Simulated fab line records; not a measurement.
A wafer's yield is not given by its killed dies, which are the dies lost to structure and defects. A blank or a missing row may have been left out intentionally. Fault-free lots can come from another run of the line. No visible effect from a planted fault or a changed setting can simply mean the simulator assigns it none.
The tool behind it: which one? | flow n5Finfet | 9 lots, 27 wafers sampled, at 6 steps of a route of 1938

## WHAT THE GAUGES READ, wafer by wafer
N5_BEOL_M4_RC_MEAS_101.
lot  | measured     | on        | DIBL_N (mV/V)
L748 | day 8 14:21  | prober-02 | 36.6 33.5 35.1
L749 | day 8 21:01  | prober-02 | 32.6 29.3 34.5
L750 | day 9 03:10  | prober-01 | 36.8 36.2 34.8
L751 | day 9 22:53  | prober-02 | 35.2 36.6 34.1
L761 | day 11 20:20 | prober-01 | 35.2 34.8 35.6
L764 | day 12 20:40 | prober-02 | 36.1 42.1 37.3
L765 | day 13 02:40 | prober-01 | 38.3 38.3 37.5
L766 | day 13 04:31 | prober-01 | 36.6 37.2 38.2
L769 | day 14 09:07 | prober-02 | 35.7 35.4 35.6

## WHICH TOOL RAN EACH LOT (tool, then ch and the chambers of the sampled wafers, then the start)
lot  | N5_BEOL_M2_PECVD_72             | N5_BEOL_M2_SPUTTER_79       | N5_BEOL_M2_ANNEAL_80        | N5_BEOL_M2_ANNEAL_87        | N5_BEOL_M2_CMP_52
L748 | pecvd-02 ch 0,1, day 7 02:52    | pvdSputter-03, day 7 11:13  | pvdSputter-03, day 7 11:18  | pvdSputter-03, day 7 11:44  | cmp-04 ch 0,2, day 7 13:17
L749 | pecvd-04 ch 0,1,2, day 7 05:32  | pvdSputter-02, day 7 17:45  | pvdSputter-02, day 7 17:50  | pvdSputter-02, day 7 18:16  | cmp-01 ch 0,2,3, day 7 19:52
L750 | pecvd-02 ch 0,1,2, day 7 17:23  | pvdSputter-03, day 7 22:19  | pvdSputter-03, day 7 22:24  | pvdSputter-03, day 7 22:50  | cmp-04 ch 2,3, day 8 00:37
L751 | pecvd-01 ch 1,2, day 7 22:21    | pvdSputter-02, day 8 06:12  | pvdSputter-02, day 8 06:17  | pvdSputter-02, day 8 06:43  | cmp-01 ch 0,1,3, day 8 09:55
L761 | pecvd-01 ch 0,2, day 10 10:14   | pvdSputter-01, day 10 16:42 | pvdSputter-01, day 10 16:47 | pvdSputter-01, day 10 17:13 | cmp-02 ch 0,2,3, day 10 22:28
L764 | pecvd-04 ch 0,2, day 11 07:56   | pvdSputter-02, day 11 20:34 | pvdSputter-02, day 11 20:38 | pvdSputter-02, day 11 21:05 | cmp-01 ch 0,1,3, day 11 23:10
L765 | pecvd-04 ch 0,1,2, day 11 09:03 | pvdSputter-02, day 11 23:32 | pvdSputter-02, day 11 23:37 | pvdSputter-02, day 12 00:04 | cmp-04 ch 0,3, day 12 01:37
L766 | pecvd-04 ch 0,2, day 11 14:19   | pvdSputter-02, day 12 03:40 | pvdSputter-02, day 12 03:44 | pvdSputter-02, day 12 04:11 | cmp-01 ch 1,2,3, day 12 05:46
L769 | pecvd-02 ch 0,1,2, day 12 15:26 | pvdSputter-03, day 13 00:49 | pvdSputter-03, day 13 00:54 | pvdSputter-03, day 13 01:20 | cmp-01 ch 1,2,3, day 13 02:55
- N5_BEOL_M2_PECVD_72: deposits SiO2 from TEOS/O2, target thk 16 nm, time 18 s.
- N5_BEOL_M2_SPUTTER_79: material Cu, target thk 4.5 nm, time 8.29 s.
- N5_BEOL_M2_ANNEAL_80: time 240 s.
- N5_BEOL_M2_ANNEAL_87: time 240 s.
- N5_BEOL_M2_CMP_52: polishes, stops on SiOC, t overpolish 6.8 s, target thk 40 nm.

## THE ANSWER, worked out from the rows above alone
Rule: what is usual is taken from the lots themselves. Put in order of their means at a reading, lots are off if they are a third of the lots or fewer, leave a main group of 4 or more, and stand apart from it by a gap of 3 or more times the standard deviation of the main group's means; of several such gaps the widest counts. The tables above print the reading to a certain number of digits; a main group whose means all agree to those digits is not used. Also off: a lot with no number at a reading for which 4 or more lots have one. Any other lot the step has rows for is counted as sound.
No lot is off at any reading shown: from this, nothing can be told.

## WHAT THE SIMULATOR HAD PUT IN
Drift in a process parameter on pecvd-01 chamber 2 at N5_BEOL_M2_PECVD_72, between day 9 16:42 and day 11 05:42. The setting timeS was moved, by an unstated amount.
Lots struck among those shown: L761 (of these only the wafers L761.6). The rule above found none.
